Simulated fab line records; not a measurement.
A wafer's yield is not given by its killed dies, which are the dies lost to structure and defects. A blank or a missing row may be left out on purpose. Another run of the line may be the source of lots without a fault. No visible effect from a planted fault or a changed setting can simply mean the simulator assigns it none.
Which tool was responsible? + flow nandHarc + Sampling: 24 lots, 72 wafers, 6 of 1302 route steps

WHAT THE GAUGES READ, wafer by wafer
The record holds no reading of a measuring or inspecting step that can be judged against a usual standard deviation.

TOOL THAT RAN EACH LOT (tool first, then ch and the chambers of the sampled wafers, then the start)
| lot  | NHARC_A_STAIRCASE_STRIP_205         | NHARC_A_STAIRCASE_ETCH_227                   | NHARC_A_STAIRCASE_HM_OPEN_457                | NHARC_A_STAIRCASE_ETCH_273                   | NHARC_A_STAIRCASE_DESCUM_312      | NHARC_A_STAIRCASE_ETCH_315    |
|------|-------------------------------------|----------------------------------------------|----------------------------------------------|----------------------------------------------|-----------------------------------|-------------------------------|
| L075 | plasmaAsher-01 ch 0,1, day 15 20:51 | rieDiel-03 ch 0,1, day 17 10:08 or earlier   | rieDiel-13 ch 0,2,3, day 17 10:08 or earlier | rieDiel-13 ch 0,1,2, day 17 10:08 or earlier | rieDiel-07 ch 1,3, day 17 10:08   | rieDiel-07 ch 1,2,3, no start |
| L074 | plasmaAsher-02 ch 0,1, day 16 07:28 | rieDiel-13 ch 0,3, day 17 17:22 or earlier   | rieDiel-13 ch 2,3, day 17 17:22 or earlier   | rieDiel-13 ch 1,3, day 17 17:22 or earlier   | rieDiel-03 ch 2,3, day 17 17:22   | rieDiel-03 ch 0,1,3, no start |
| L077 | plasmaAsher-02 ch 0,1, day 16 15:41 | rieDiel-07 ch 0,2,3, day 17 17:56 or earlier | rieDiel-07 ch 0,1,3, day 17 17:56 or earlier | rieDiel-07 ch 0,2,3, day 17 17:56 or earlier | rieDiel-13 ch 1,2,3, day 17 17:56 | rieDiel-13 ch 1,2,3, no start |
| L076 | plasmaAsher-02 ch 0, day 16 16:28   | rieDiel-13 ch 0,2,3, day 18 00:19 or earlier | rieDiel-03 ch 0,3, day 18 00:19 or earlier   | rieDiel-03 ch 1,2,3, day 18 00:19 or earlier | rieDiel-07 ch 0,1,3, day 18 00:19 | rieDiel-07 ch 0,1, no start   |
| L078 | plasmaAsher-01 ch 0,1, day 17 17:58 | rieDiel-13 ch 0,2,3, day 18 16:41 or earlier | rieDiel-07 ch 1,2,3, day 18 16:41 or earlier | rieDiel-07 ch 2,3, day 18 16:41 or earlier   | rieDiel-13 ch 2,3, day 18 16:41   | rieDiel-13 ch 0,1,2, no start |
| L080 | plasmaAsher-01 ch 0,1, day 18 19:28 | rieDiel-03 ch 0,3, day 20 01:04 or earlier   | rieDiel-03 ch 1,2, day 20 01:04 or earlier   | rieDiel-03 ch 1,2, day 20 01:04 or earlier   | rieDiel-03 ch 2,3, day 20 01:04   | rieDiel-03 ch 2,3, no start   |
| L082 | plasmaAsher-01 ch 0,1, day 18 19:41 | rieDiel-07 ch 0,3, day 20 00:42 or earlier   | rieDiel-07 ch 0,3, day 20 00:42 or earlier   | rieDiel-07 ch 0,3, day 20 00:42 or earlier   | rieDiel-13 ch 0,2, day 20 00:42   | rieDiel-13 ch 0,1, no start   |
| L079 | plasmaAsher-01 ch 0,1, day 18 20:40 | rieDiel-07 ch 0,2, day 19 22:14 or earlier   | rieDiel-13 ch 0,2,3, day 19 22:14 or earlier | rieDiel-13 ch 2,3, day 19 22:14 or earlier   | rieDiel-03 ch 1,2,3, day 19 22:14 | rieDiel-03 ch 1,2, no start   |
| L081 | plasmaAsher-02 ch 0,1, day 19 03:31 | rieDiel-13 ch 1,2, day 20 00:13 or earlier   | rieDiel-13 ch 0,3, day 20 00:13 or earlier   | rieDiel-13 ch 0,1,2, day 20 00:13 or earlier | rieDiel-07 ch 0,2,3, day 20 00:13 | rieDiel-07 ch 0,2,3, no start |
| L085 | plasmaAsher-01 ch 0, day 20 03:17   | rieDiel-07 ch 0,2, day 21 02:20 or earlier   | rieDiel-13 ch 1,2,3, day 21 02:20 or earlier | rieDiel-13 ch 2,3, day 21 02:20 or earlier   | rieDiel-13 ch 1,3, day 21 02:20   | rieDiel-13 ch 0,3, no start   |
| L083 | plasmaAsher-01 ch 0,1, day 20 04:07 | rieDiel-07 ch 0,3, day 21 04:17 or earlier   | rieDiel-03 ch 0,2,3, day 21 04:17 or earlier | rieDiel-03 ch 0,1,3, day 21 04:17 or earlier | rieDiel-03 ch 0,1,2, day 21 04:17 | rieDiel-03 ch 0,1, no start   |
| L084 | plasmaAsher-02 ch 0,1, day 20 07:33 | rieDiel-07 ch 1,2, day 21 06:02 or earlier   | rieDiel-03 ch 1,2,3, day 21 06:02 or earlier | rieDiel-03 ch 2,3, day 21 06:02 or earlier   | rieDiel-13 ch 0,1,2, day 21 06:02 | rieDiel-13 ch 1,3, no start   |
| L086 | plasmaAsher-01 ch 0,1, day 21 09:12 | rieDiel-03 ch 1,3, day 22 09:49 or earlier   | rieDiel-07 ch 1,2, day 22 09:49 or earlier   | rieDiel-07 ch 0,3, day 22 09:49 or earlier   | rieDiel-07 ch 0,1,3, day 22 09:49 | rieDiel-07 ch 0,1, no start   |
| L087 | plasmaAsher-02 ch 0,1, day 22 00:54 | rieDiel-03 ch 0,2,3, day 23 08:02 or earlier | rieDiel-07 ch 0,2,3, day 23 08:02 or earlier | rieDiel-07 ch 0,1,3, day 23 08:02 or earlier | rieDiel-07 ch 0,2,3, day 23 08:02 | rieDiel-07 ch 0,2,3, no start |
| L088 | plasmaAsher-01 ch 0,1, day 22 01:34 | rieDiel-13 ch 1,2,3, day 23 08:12 or earlier | rieDiel-03 ch 2,3, day 23 08:12 or earlier   | rieDiel-03 ch 0,1,2, day 23 08:12 or earlier | rieDiel-13 ch 0,1, day 23 08:12   | rieDiel-13 ch 0,1,2, no start |
| L090 | plasmaAsher-02 ch 0,1, day 22 13:18 | rieDiel-07 ch 0,2,3, day 23 14:57 or earlier | rieDiel-03 ch 0,1,2, day 23 14:57 or earlier | rieDiel-03 ch 1,2,3, day 23 14:57 or earlier | rieDiel-03 ch 1,2,3, day 23 14:57 | rieDiel-03 ch 1,2,3, no start |
| L089 | plasmaAsher-01 ch 0,1, day 22 13:23 | rieDiel-03 ch 0,1, day 23 11:43 or earlier   | rieDiel-07 ch 1,2,3, day 23 11:43 or earlier | rieDiel-07 ch 0,3, day 23 11:43 or earlier   | rieDiel-03 ch 1,2,3, day 23 11:43 | rieDiel-03 ch 0,2, no start   |
| L091 | plasmaAsher-01 ch 0, day 23 11:56   | rieDiel-03 ch 0,1,3, day 24 11:26 or earlier | rieDiel-03 ch 0,1, day 24 11:26 or earlier   | rieDiel-03 ch 0,1,2, day 24 11:26 or earlier | rieDiel-03 ch 1,3, day 24 11:26   | rieDiel-03 ch 0,1,2, no start |
| L093 | plasmaAsher-02 ch 0,1, day 23 16:42 | rieDiel-07 ch 0,1,2, day 24 16:24 or earlier | rieDiel-13 ch 0,2,3, day 24 16:24 or earlier | rieDiel-13 ch 0,2,3, day 24 16:24 or earlier | rieDiel-07 ch 0,2,3, day 24 16:24 | rieDiel-07 ch 0,1,2, no start |
| L092 | plasmaAsher-02 ch 0,1, day 23 17:10 | rieDiel-13 ch 1,2, day 24 18:28 or earlier   | rieDiel-07 ch 0,2, day 24 18:28 or earlier   | rieDiel-07 ch 1,3, day 24 18:28 or earlier   | rieDiel-07 ch 0,1,3, day 24 18:28 | rieDiel-07 ch 0,2, no start   |
| L094 | plasmaAsher-02 ch 0,1, day 24 13:02 | rieDiel-13 ch 1,2,3, day 25 08:54 or earlier | rieDiel-13 ch 1,2,3, day 25 08:54 or earlier | rieDiel-13 ch 0,2,3, day 25 08:54 or earlier | rieDiel-07 ch 0,2, day 25 08:54   | rieDiel-07 ch 0,1, no start   |
| L095 | plasmaAsher-02 ch 0,1, day 24 13:41 | rieDiel-07 ch 2,3, day 25 13:52 or earlier   | rieDiel-03 ch 1,2,3, day 25 13:52 or earlier | rieDiel-03 ch 1,2,3, day 25 13:52 or earlier | rieDiel-07 ch 0,2, day 25 13:52   | rieDiel-07 ch 0,1, no start   |
| L096 | plasmaAsher-01 ch 0,1, day 25 14:35 | rieDiel-07 ch 1,2, day 26 12:20 or earlier   | rieDiel-13 ch 0,1,2, day 26 12:20 or earlier | rieDiel-13 ch 0,1, day 26 12:20 or earlier   | rieDiel-13 ch 0,2, day 26 12:20   | rieDiel-13 ch 1,2,3, no start |
| L097 | plasmaAsher-02 ch 0,1, day 25 22:54 | rieDiel-03 ch 0,3, day 26 20:53 or earlier   | rieDiel-07 ch 1,2,3, day 26 20:53 or earlier | rieDiel-07 ch 0,1,2, day 26 20:53 or earlier | rieDiel-03 ch 0,1,2, day 26 20:53 | rieDiel-03 ch 1,2,3, no start |
- NHARC_A_STAIRCASE_STRIP_205: strips in O2.
- NHARC_A_STAIRCASE_ETCH_227: etches the open film in C4F8/O2, target depth 100 nm, time 40.5 s.
- NHARC_A_STAIRCASE_HM_OPEN_457: chemistry O2/COS.
- NHARC_A_STAIRCASE_ETCH_273: etches the open film in C4F8/O2/Ar, target depth 10200 nm, time 2468.6 s.
- NHARC_A_STAIRCASE_DESCUM_312: chemistry O2, time 3 s.
- NHARC_A_STAIRCASE_ETCH_315: etches the open film in C4F8/O2/Ar, target depth 2500 nm, time 607.1 s.

WHAT THE TOOLS THEMSELVES READ (means of the sampled wafers that have a number; where no wafer has one, the mark that the record gives instead)
NHARC_A_STAIRCASE_STRIP_205. Usual: drypumpMotorCurrentA 6.0 A, standard deviation 0.43; heaterPowerW 343 W, standard deviation 26.
| lot  | tool           | drypumpMotorCurrentA (A) | heaterPowerW (W) | flag |
|------|----------------|--------------------------|------------------|------|
| L075 | plasmaAsher-01 | 5.7                      | 366              |      |
| L074 | plasmaAsher-02 | 6.2                      | 336              |      |
| L077 | plasmaAsher-02 | 6.4                      | 322              |      |
| L076 | plasmaAsher-02 | 6.7                      | 325              |      |
| L078 | plasmaAsher-01 | 5.7                      | 351              |      |
| L080 | plasmaAsher-01 | 5.7                      | 345              |      |
| L082 | plasmaAsher-01 | 5.6                      | 351              |      |
| L079 | plasmaAsher-01 | 5.7                      | 362              |      |
| L081 | plasmaAsher-02 | 6.4                      | 323              |      |
| L085 | plasmaAsher-01 | 5.7                      | 333              |      |
| L083 | plasmaAsher-01 | 5.7                      | 347              |      |
| L084 | plasmaAsher-02 | 6.2                      | 343              |      |
| L086 | plasmaAsher-01 | 5.7                      | 362              |      |
| L087 | plasmaAsher-02 | 6.2                      | 336              |      |
| L088 | plasmaAsher-01 | 5.7                      | 364              |      |
| L090 | plasmaAsher-02 | 6.4                      | 328              |      |
| L089 | plasmaAsher-01 | 5.7                      | 347              |      |
| L091 | plasmaAsher-01 | 5.7                      | 333              |      |
| L093 | plasmaAsher-02 | 6.2                      | 342              |      |
| L092 | plasmaAsher-02 | 6.1                      | 338              |      |
| L094 | plasmaAsher-02 | 6.1                      | 345              |      |
| L095 | plasmaAsher-02 | 6.4                      | 325              |      |
| L096 | plasmaAsher-01 | 5.7                      | 355              |      |
| L097 | plasmaAsher-02 | 6.4                      | 319              |      |

NHARC_A_STAIRCASE_ETCH_227. Usual: oesProductAu 0.945 a.u., standard deviation 0.011; rfVppV 895 V, standard deviation 5.
| lot  | tool       | oesProductAu (a.u.) | rfVppV (V) | flag |
|------|------------|---------------------|------------|------|
| L075 | rieDiel-03 | 0.929               | 892        |      |
| L074 | rieDiel-13 | 0.944               | 898        |      |
| L077 | rieDiel-07 | 0.948               | 890        |      |
| L076 | rieDiel-13 | 0.953               | 897        |      |
| L078 | rieDiel-13 | 0.938               | 897        |      |
| L080 | rieDiel-03 | 0.941               | 891        |      |
| L082 | rieDiel-07 | 0.940               | 889        |      |
| L079 | rieDiel-07 | 0.937               | 892        |      |
| L081 | rieDiel-13 | 0.945               | 898        |      |
| L085 | rieDiel-07 | 0.940               | 892        |      |
| L083 | rieDiel-07 | 0.935               | 888        |      |
| L084 | rieDiel-07 | 0.945               | 899        |      |
| L086 | rieDiel-03 | 0.922               | 895        |      |
| L087 | rieDiel-03 | 0.957               | 892        |      |
| L088 | rieDiel-13 | 0.955               | 898        |      |
| L090 | rieDiel-07 | 0.953               | 896        |      |
| L089 | rieDiel-03 | 0.953               | 891        |      |
| L091 | rieDiel-03 | 0.947               | 893        |      |
| L093 | rieDiel-07 | 0.953               | 894        |      |
| L092 | rieDiel-13 | 0.940               | 899        |      |
| L094 | rieDiel-13 | 0.942               | 898        |      |
| L095 | rieDiel-07 | 0.959               | 896        |      |
| L096 | rieDiel-07 | 0.966               | 898        |      |
| L097 | rieDiel-03 | 0.959               | 889        |      |

NHARC_A_STAIRCASE_HM_OPEN_457. Usual: for cosFlowSccm, 20.00 sccm with a standard deviation of 0.068; for drypumpMotorCurrentA, 5.9 A with a standard deviation of 0.43; for o2FlowSccm, 400.0 sccm with a standard deviation of 1.2; for oesProductAu, 1.003 a.u. with a standard deviation of 0.0099; for rfVppV, 466.8 V with a standard deviation of 2.6; for showerheadPlenumPTorr, 3.11 Torr with a standard deviation of 0.12; for throttleValvePct, 28.329 % with a standard deviation of 0.0084.
| lot  | tool       | cosFlowSccm (sccm) | drypumpMotorCurrentA (A) | o2FlowSccm (sccm) | oesProductAu (a.u.) | rfVppV (V) | showerheadPlenumPTorr (Torr) | throttleValvePct (%) | flag |
|------|------------|--------------------|--------------------------|-------------------|---------------------|------------|------------------------------|----------------------|------|
| L075 | rieDiel-13 | 20.07              | 5.8                      | 400.6             | 0.996               | 468.0      | 3.15                         | 28.333               |      |
| L074 | rieDiel-13 | 19.94              | 6.1                      | 398.9             | 1.003               | 467.2      | 3.15                         | 28.327               |      |
| L077 | rieDiel-07 | 20.00              | 6.0                      | 399.3             | 0.998               | 466.3      | 3.06                         | 28.327               |      |
| L076 | rieDiel-03 | 20.06              | 6.3                      | 401.2             | 0.990               | 464.8      | 3.00                         | 28.326               |      |
| L078 | rieDiel-07 | 20.08              | 6.1                      | 399.0             | 1.000               | 465.6      | 3.06                         | 28.330               |      |
| L080 | rieDiel-03 | 20.05              | 5.5                      | 400.0             | 1.001               | 466.2      | 3.08                         | 28.326               |      |
| L082 | rieDiel-07 | 19.99              | 5.7                      | 400.8             | 1.001               | 462.4      | 2.94                         | 28.318               |      |
| L079 | rieDiel-13 | 19.98              | 5.8                      | 400.3             | 0.998               | 468.4      | 3.14                         | 28.329               |      |
| L081 | rieDiel-13 | 20.05              | 6.0                      | 399.3             | 0.996               | 469.2      | 3.17                         | 28.328               |      |
| L085 | rieDiel-13 | 19.97              | 5.8                      | 401.1             | 1.003               | 468.0      | 3.18                         | 28.320               |      |
| L083 | rieDiel-03 | 20.05              | 6.2                      | 399.3             | 1.010               | 465.2      | 3.04                         | 28.324               |      |
| L084 | rieDiel-03 | 19.98              | 5.8                      | 401.0             | 1.005               | 466.3      | 3.09                         | 28.336               |      |
| L086 | rieDiel-07 | 19.97              | 6.1                      | 400.3             | 1.010               | 466.3      | 3.10                         | 28.323               |      |
| L087 | rieDiel-07 | 19.96              | 5.8                      | 399.7             | 1.013               | 468.5      | 3.13                         | 28.323               |      |
| L088 | rieDiel-03 | 19.97              | 6.1                      | 399.7             | 1.006               | 466.0      | 3.08                         | 28.326               |      |
| L090 | rieDiel-03 | 20.03              | 5.9                      | 400.3             | 1.001               | 465.3      | 3.01                         | 28.329               |      |
| L089 | rieDiel-07 | 20.00              | 6.1                      | 401.5             | 1.016               | 469.6      | 3.20                         | 28.328               |      |
| L091 | rieDiel-03 | 20.06              | 5.5                      | 399.9             | 0.995               | 465.5      | 3.02                         | 28.336               |      |
| L093 | rieDiel-13 | 19.98              | 5.9                      | 399.8             | 1.001               | 467.5      | 3.12                         | 28.329               |      |
| L092 | rieDiel-07 | 19.97              | 5.8                      | 400.1             | 1.012               | 464.3      | 3.01                         | 28.324               |      |
| L094 | rieDiel-13 | 20.01              | 5.8                      | 399.9             | 0.991               | 466.9      | 3.16                         | 28.330               |      |
| L095 | rieDiel-03 | 20.04              | 5.8                      | 400.0             | 1.005               | 466.9      | 3.07                         | 28.335               |      |
| L096 | rieDiel-13 | 20.00              | 5.5                      | 399.0             | 0.991               | 468.2      | 3.16                         | 28.332               |      |
| L097 | rieDiel-07 | 20.03              | 6.0                      | 399.3             | 1.007               | 468.3      | 3.19                         | 28.332               |      |

NHARC_A_STAIRCASE_ETCH_273. Usual: oesProductAu 0.938 a.u., standard deviation 0.01; rfVppV 1826 V, standard deviation 9.7.
| lot  | tool       | oesProductAu (a.u.) | rfVppV (V) | flag |
|------|------------|---------------------|------------|------|
| L075 | rieDiel-13 | 0.932               | 1833       |      |
| L074 | rieDiel-13 | 0.927               | 1838       |      |
| L077 | rieDiel-07 | 0.946               | 1816       |      |
| L076 | rieDiel-03 | 0.927               | 1825       |      |
| L078 | rieDiel-07 | 0.933               | 1812       |      |
| L080 | rieDiel-03 | 0.924               | 1824       |      |
| L082 | rieDiel-07 | 0.929               | 1812       |      |
| L079 | rieDiel-13 | 0.944               | 1828       |      |
| L081 | rieDiel-13 | 0.944               | 1832       |      |
| L085 | rieDiel-13 | 0.952               | 1824       |      |
| L083 | rieDiel-03 | 0.942               | 1820       |      |
| L084 | rieDiel-03 | 0.942               | 1823       |      |
| L086 | rieDiel-07 | 0.953               | 1837       |      |
| L087 | rieDiel-07 | 0.935               | 1834       |      |
| L088 | rieDiel-03 | 0.940               | 1818       |      |
| L090 | rieDiel-03 | 0.943               | 1824       |      |
| L089 | rieDiel-07 | 0.943               | 1827       |      |
| L091 | rieDiel-03 | 0.949               | 1817       |      |
| L093 | rieDiel-13 | 0.925               | 1827       |      |
| L092 | rieDiel-07 | 0.933               | 1838       |      |
| L094 | rieDiel-13 | 0.940               | 1827       |      |
| L095 | rieDiel-03 | 0.928               | 1822       |      |
| L096 | rieDiel-13 | 0.933               | 1836       |      |
| L097 | rieDiel-07 | 0.937               | 1822       |      |

NHARC_A_STAIRCASE_DESCUM_312. Usual: drypumpMotorCurrentA 5.8 A, standard deviation 0.43; o2FlowSccm 200.0 sccm, standard deviation 0.6; oesProductAu 1.004 a.u., standard deviation 0.011; rfVppV 57.7 V, standard deviation 0.88; showerheadPlenumPTorr 1.91 Torr, standard deviation 0.078; throttleValvePct 11.312 %, standard deviation 0.0086.
| lot  | tool       | drypumpMotorCurrentA (A) | o2FlowSccm (sccm) | oesProductAu (a.u.) | rfVppV (V) | showerheadPlenumPTorr (Torr) | throttleValvePct (%) | flag |
|------|------------|--------------------------|-------------------|---------------------|------------|------------------------------|----------------------|------|
| L075 | rieDiel-07 | 5.9                      | 199.9             | 1.002               | 57.9       | 1.85                         | 11.309               |      |
| L074 | rieDiel-03 | 6.1                      | 200.5             | 1.003               | 57.3       | 1.91                         | 11.313               |      |
| L077 | rieDiel-13 | 5.8                      | 199.9             | 1.005               | 58.3       | 1.96                         | 11.310               |      |
| L076 | rieDiel-07 | 6.0                      | 200.4             | 0.990               | 57.6       | 1.87                         | 11.314               |      |
| L078 | rieDiel-13 | 6.2                      | 200.4             | 1.000               | 57.5       | 1.92                         | 11.308               |      |
| L080 | rieDiel-03 | 6.2                      | 199.8             | 1.017               | 58.5       | 1.89                         | 11.312               |      |
| L082 | rieDiel-13 | 5.5                      | 200.3             | 1.000               | 58.1       | 1.93                         | 11.306               |      |
| L079 | rieDiel-03 | 5.8                      | 200.0             | 1.004               | 56.8       | 1.90                         | 11.316               |      |
| L081 | rieDiel-07 | 5.8                      | 199.9             | 0.997               | 57.5       | 1.82                         | 11.307               |      |
| L085 | rieDiel-13 | 6.0                      | 199.7             | 1.010               | 57.9       | 1.97                         | 11.310               |      |
| L083 | rieDiel-03 | 5.9                      | 200.6             | 1.015               | 57.1       | 1.85                         | 11.315               |      |
| L084 | rieDiel-13 | 5.5                      | 199.6             | 0.997               | 58.0       | 1.95                         | 11.315               |      |
| L086 | rieDiel-07 | 6.0                      | 199.9             | 1.003               | 58.5       | 1.96                         | 11.311               |      |
| L087 | rieDiel-07 | 5.8                      | 199.6             | 1.018               | 58.5       | 1.92                         | 11.316               |      |
| L088 | rieDiel-13 | 5.4                      | 200.1             | 0.991               | 58.0       | 1.97                         | 11.309               |      |
| L090 | rieDiel-03 | 5.8                      | 200.2             | 1.010               | 57.4       | 1.89                         | 11.316               |      |
| L089 | rieDiel-03 | 5.8                      | 200.3             | 1.012               | 57.0       | 1.89                         | 11.314               |      |
| L091 | rieDiel-03 | 5.4                      | 199.1             | 1.006               | 57.8       | 1.89                         | 11.312               |      |
| L093 | rieDiel-07 | 5.8                      | 200.1             | 1.014               | 57.9       | 1.92                         | 11.317               |      |
| L092 | rieDiel-07 | 6.0                      | 200.8             | 1.011               | 58.0       | 1.96                         | 11.304               |      |
| L094 | rieDiel-07 | 5.8                      | 200.2             | 1.021               | 57.0       | 1.84                         | 11.313               |      |
| L095 | rieDiel-07 | 5.8                      | 199.7             | 1.022               | 56.5       | 1.84                         | 11.311               |      |
| L096 | rieDiel-13 | 5.6                      | 199.7             | 1.002               | 58.0       | 1.89                         | 11.315               |      |
| L097 | rieDiel-03 | 5.9                      | 199.9             | 1.000               | 57.5       | 1.83                         | 11.303               |      |

NHARC_A_STAIRCASE_ETCH_315. Usual: oesProductAu 0.936 a.u., standard deviation 0.01; rfVppV 1826 V, standard deviation 9.7.
| lot  | tool       | oesProductAu (a.u.) | rfVppV (V) | flag |
|------|------------|---------------------|------------|------|
| L075 | rieDiel-07 | 0.931               | 1822       |      |
| L074 | rieDiel-03 | 0.935               | 1821       |      |
| L077 | rieDiel-13 | 0.929               | 1832       |      |
| L076 | rieDiel-07 | 0.937               | 1832       |      |
| L078 | rieDiel-13 | 0.926               | 1832       |      |
| L080 | rieDiel-03 | 0.936               | 1824       |      |
| L082 | rieDiel-13 | 0.926               | 1839       |      |
| L079 | rieDiel-03 | 0.931               | 1822       |      |
| L081 | rieDiel-07 | 0.935               | 1815       |      |
| L085 | rieDiel-13 | 0.934               | 1831       |      |
| L083 | rieDiel-03 | 0.934               | 1816       |      |
| L084 | rieDiel-13 | 0.940               | 1834       |      |
| L086 | rieDiel-07 | 0.942               | 1824       |      |
| L087 | rieDiel-07 | 0.942               | 1827       |      |
| L088 | rieDiel-13 | 0.939               | 1831       |      |
| L090 | rieDiel-03 | 0.941               | 1823       |      |
| L089 | rieDiel-03 | 0.950               | 1813       |      |
| L091 | rieDiel-03 | 0.937               | 1817       |      |
| L093 | rieDiel-07 | 0.946               | 1824       |      |
| L092 | rieDiel-07 | 0.958               | 1818       |      |
| L094 | rieDiel-07 | 0.936               | 1823       |      |
| L095 | rieDiel-07 | 0.939               | 1829       |      |
| L096 | rieDiel-13 | 0.926               | 1830       |      |
| L097 | rieDiel-03 | 0.938               | 1821       |      |

THE ANSWER, worked out from the rows above alone
Rule: take the mean of a lot's wafers that have a number; if it is more than 3 standard deviations from the usual mean, the lot is off. A lot without any number at a reading at which 4 lots or more have one is off too. Where the step has rows for the other lots, those lots are counted as sound. After the gauges, taken in route order, come the tools' own readings; for these a lot's mean is taken, as printed above. The first step at which some lot is off is used, and at that step the reading that is off furthest; a lot without a number counts as furthest.
Nothing can be told from this: no lot is off at any reading shown.

WHAT THE SIMULATOR HAD PUT IN
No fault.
